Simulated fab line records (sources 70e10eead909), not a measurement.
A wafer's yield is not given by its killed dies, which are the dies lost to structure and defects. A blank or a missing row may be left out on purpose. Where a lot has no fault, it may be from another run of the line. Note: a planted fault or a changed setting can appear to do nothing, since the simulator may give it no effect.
What tool caused it?    flow nand harc    Sampling: 12 lots, 36 wafers, 6 of 1302 route steps

## WHAT EACH GAUGE READ, for each wafer
NHARC_P_ZERO_WELL_CD_MEAS_24 targets a cd of 720 nm. Usual: cd nm at 719.6 nm, with a standard deviation of 1.5.
lot   measured      on         cd nm (nm)         flag
L144  day 2 08:35   cd sem-01  718.1 722.3 720.8  
L146  day 3 04:42   cd sem-02  651.4 651.2 652.5  OFF
L150  day 4 21:15   cd sem-03  720.0 721.7 720.4  
L156  day 7 08:29   cd sem-02  719.9 719.6 721.1  
L157  day 7 18:32   cd sem-02  720.6 720.7 719.0  
L158  day 8 04:57   cd sem-01  717.9 720.2 719.0  
L160  day 9 00:43   cd sem-01  722.1 718.9 719.5  
L161  day 9 10:37   cd sem-03  717.8 717.8 720.1  
L162  day 9 20:41   cd sem-01  717.6 720.1 720.1  
L163  day 10 10:52  cd sem-02  722.3 722.2 718.9  
L164  day 10 16:32  cd sem-01  718.2 720.0 719.5  
L166  day 11 12:35  cd sem-03  721.5 720.2 718.9  

NHARC_P_STI_INSPECT_11. Usual: raw defect count at 5.1, with a standard deviation of 2.4.
lot   measured      on                 raw defect count  flag
L144  day 3 09:19   defect inspect-02  9 7 10            
L146  day 4 02:18   defect inspect-02  6 5 5             
L150  day 5 17:17   defect inspect-02  6 2 5             
L156  day 8 05:28   defect inspect-02  8 2 3             
L157  day 8 15:10   defect inspect-02  3 7 3             
L158  day 9 02:58   defect inspect-02  4 5 8             
L160  day 10 00:38  defect inspect-02  1 5 3             
L161  day 10 06:16  defect inspect-01  1 0 5             
L162  day 10 17:06  defect inspect-01  5 8 9             
L163  day 11 12:03  defect inspect-02  7 7 11            
L164  day 11 12:05  defect inspect-01  7 6 6             
L166  day 12 08:40  defect inspect-02  2 5 2             

NHARC_END_SORT_01. Usual: killed at array 53, standard deviation 18; killed at other 1.0, standard deviation 1.2; killed at periphery 3.6, standard deviation 2.4; killed dies 58, standard deviation 18; killed open 3.4, standard deviation 1.8; killed short 2.3, standard deviation 1.5.
lot   measured      on         killed at array  killed at other  killed at periphery  killed dies  killed open  killed short  flag
L146  day 26 13:32  prober-01  35 29 32         0 1 0            8 7 5                43 37 37     6 4 8        1 1 1         

## TOOL THAT RAN EACH LOT (tool first, then ch and the chambers of the sampled wafers, then the start)
lot   NHARC_P_ZERO_WELL_EXPOSE_21        NHARC_P_STI_DESCUM_14               NHARC_P_GATE_ETCHBACK_37
L144  krf scanner-01 ch 0, day 2 08:25   rie diel-07 ch 0,2,3, day 3 09:26   rie diel-10 ch 0,1,3, no start
L146  krf scanner-04 ch 0, day 3 04:33   rie diel-07 ch 1,2,3, day 4 02:26   rie diel-03 ch 0,1,3, day 26 13:32 or earlier
L150  krf scanner-02 ch 0, day 4 21:06   rie diel-06 ch 1,3, day 5 17:25     rie diel-03 ch 0,2,3, no start
L156  krf scanner-04 ch 0, day 7 08:20   rie diel-07 ch 1,2,3, day 8 05:35   rie diel-01 ch 0,1,2, no start
L157  krf scanner-02 ch 0, day 7 18:23   rie diel-07 ch 1,2,3, day 8 15:19   rie diel-03 ch 0,1,3, no start
L158  krf scanner-01 ch 0, day 8 04:47   rie diel-04 ch 0,1,2, day 9 03:06   rie diel-10 ch 1,2, no start
L160  krf scanner-04 ch 0, day 9 00:34   rie diel-04 ch 0,1,2, day 10 00:46  rie diel-01 ch 1,2,3, no start
L161  krf scanner-02 ch 0, day 9 10:28   rie diel-06 ch 1,2,3, day 10 06:26  rie diel-01 ch 0,1,2, no start
L162  krf scanner-01 ch 0, day 9 20:32   rie diel-06 ch 0,3, day 10 17:14    rie diel-10 ch 1,3, no start
L163  krf scanner-02 ch 0, day 10 10:43  rie diel-07 ch 2,3, day 11 12:11    rie diel-01 ch 0,1,2, no start
L164  krf scanner-02 ch 0, day 10 16:23  rie diel-06 ch 0,3, day 11 12:13    rie diel-10 ch 0,2,3, no start
L166  krf scanner-02 ch 0, day 11 12:26  rie diel-06 ch 0,1,3, day 12 08:49  rie diel-01 ch 0,1,2, no start
- NHARC_P_ZERO_WELL_EXPOSE_21: exposes mask P NWELL, target cd 720 nm.
- NHARC_P_STI_DESCUM_14: chemistry O2, time 3 s.
- NHARC_P_GATE_ETCHBACK_37: etches the open film in CHF3/O2, target depth 34.5 nm, time 17.2 s.

## AS READ BY THE TOOLS THEMSELVES (means over the sampled wafers that have a number; for cases with no such wafer, the mark the record gives instead)
NHARC_P_STI_DESCUM_14. Usual: drypump motor current A 5.8 A, standard deviation 0.42; oes product au 1.000 a.u., standard deviation 0.01; rf vpp V 57.6 V, standard deviation 0.92; showerhead plenum p Torr 1.91 Torr, standard deviation 0.08; throttle valve pct 11.310 %, standard deviation 0.009.
lot   tool         drypump motor current A (A)  oes product au (a.u.)  rf vpp V (V)  showerhead plenum p Torr (Torr)  throttle valve pct (%)  flag
L144  rie diel-07  6.0                          1.012                  57.9          1.92                             11.311                  
L146  rie diel-07  5.8                          1.006                  57.5          1.92                             11.312                  
L150  rie diel-06  5.7                          1.004                  57.5          1.96                             11.316                  
L156  rie diel-07  5.8                          0.996                  57.2          1.91                             11.300                  
L157  rie diel-07  5.8                          0.986                  57.6          1.91                             11.315                  
L158  rie diel-04  5.4                          0.996                  57.4          1.95                             11.305                  
L160  rie diel-04  5.4                          0.989                  58.0          1.95                             11.309                  
L161  rie diel-06  5.8                          0.998                  58.0          1.90                             11.312                  
L162  rie diel-06  5.6                          0.996                  57.9          1.93                             11.303                  
L163  rie diel-07  6.2                          0.998                  57.5          1.98                             11.313                  
L164  rie diel-06  5.6                          1.011                  58.5          1.93                             11.308                  
L166  rie diel-06  5.8                          1.008                  57.8          1.96                             11.305                  

NHARC_P_GATE_ETCHBACK_37. Usual: drypump motor current A 5.6 A, standard deviation 0.38; oes product au 0.937 a.u., standard deviation 0.026; rf vpp V 370.9 V, standard deviation 2; showerhead plenum p Torr 2.42 Torr, standard deviation 0.087; throttle valve pct 20.571 %, standard deviation 0.01.
lot   tool         drypump motor current A (A)  oes product au (a.u.)  rf vpp V (V)  showerhead plenum p Torr (Torr)  throttle valve pct (%)  flag
L144  rie diel-10  5.7                          0.918                  372.1         2.44                             20.575                  
L146  rie diel-03  5.9                          0.935                  370.4         2.41                             20.562                  
L150  rie diel-03  5.5                          0.926                  370.5         2.41                             20.581                  
L156  rie diel-01  5.5                          0.942                  370.2         2.39                             20.567                  
L157  rie diel-03  5.9                          0.927                  371.0         2.41                             20.564                  
L158  rie diel-10  5.6                          1.008                  370.9         2.40                             20.559                  
L160  rie diel-01  5.5                          0.926                  369.6         2.38                             20.564                  
L161  rie diel-01  5.5                          0.928                  369.9         2.39                             20.569                  
L162  rie diel-10  5.6                          0.945                  369.7         2.36                             20.570                  
L163  rie diel-01  5.5                          0.931                  370.7         2.39                             20.576                  
L164  rie diel-10  5.8                          0.933                  371.1         2.45                             20.568                  
L166  rie diel-01  5.5                          0.984                  369.9         2.38                             20.565                  

## THE ANSWER, worked out from the rows above alone
Rule: take the mean of a lot's wafers that have a number; if it is more than 3 standard deviations from the usual mean, the lot is off. Also off: a lot with no number at a reading for which 4 or more lots have one. All remaining lots with rows at the step are treated as sound. The gauges are gone through in route order, then the tools' own readings, and for those a lot's mean is taken as printed above. At the first step where some lot is off, the reading lying furthest off is the one used; lots without a number count as furthest.
Off: L146 (NHARC_P_ZERO_WELL_CD_MEAS_24, cd nm).
If a tool, at a process step before that reading, ran all the lots that are off and no sound lot after the first of them, it fits. Those tools and the gauges at NHARC_P_ZERO_WELL_CD_MEAS_24 are tried in the same way. Of those tried, none fits.

## WHAT THE SIMULATOR HAD PUT IN
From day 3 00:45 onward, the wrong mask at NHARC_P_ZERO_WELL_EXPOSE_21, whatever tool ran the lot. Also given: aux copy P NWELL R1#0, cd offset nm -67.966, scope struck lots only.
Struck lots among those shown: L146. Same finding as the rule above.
